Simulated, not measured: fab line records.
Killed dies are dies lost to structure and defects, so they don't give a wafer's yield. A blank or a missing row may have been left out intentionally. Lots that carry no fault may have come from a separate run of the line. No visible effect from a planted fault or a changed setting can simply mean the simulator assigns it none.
Chamber matching ; flow nand_harc ; NHARC_A_M1_DEP_33 on pecvd-03: 3 sister chambers
The step deposits SiCN, target thk 30 nm. 6 wafers are shown with their chamber, then 7 later ones without.

## WAFERS PAIRED WITH THEIR CHAMBERS
wafer;chamber;heater_power_w (W)
L082.2;1;500
L082.4;1;510
L088.5;2;588
L088.6;0;517
L085.4;2;595
L085.5;0;453

## WAFERS WHOSE CHAMBER IS MISSING
wafer;heater_power_w (W)
L085.6;480
L091.1;475
L091.2;476
L091.3;594
L091.4;489
L091.5;484
L091.6;611

## EACH ONE'S CHAMBER
wafer;from the rows above;in truth
L085.6;can't be placed: 0 or 1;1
L091.1;can't be placed: 0 or 1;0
L091.2;can't be placed: 0 or 1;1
L091.3;2;2
L091.4;can't be placed: 0 or 1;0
L091.5;can't be placed: 0 or 1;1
L091.6;2;2
Placed correctly: 2 of 7. From these rows, 5 cannot be placed; in 5 the true chamber is one of the candidates. 0 placed wrongly.
How it was worked out, from the rows above alone: a wafer's distance from a chamber is the root of the sum, over the readings, of the square of ((its reading less the chamber's mean) divided by the reading's scatter). The wafer belongs to the nearest chamber; if the next one is less than 2 further off, it can't be placed. For every chamber, the mean is computed from those of its wafers that are shown. How the scatter is found: for the shown wafers, subtract from each reading the mean of its chamber, square and add these, divide the total by (wafers less chambers), then take the root.
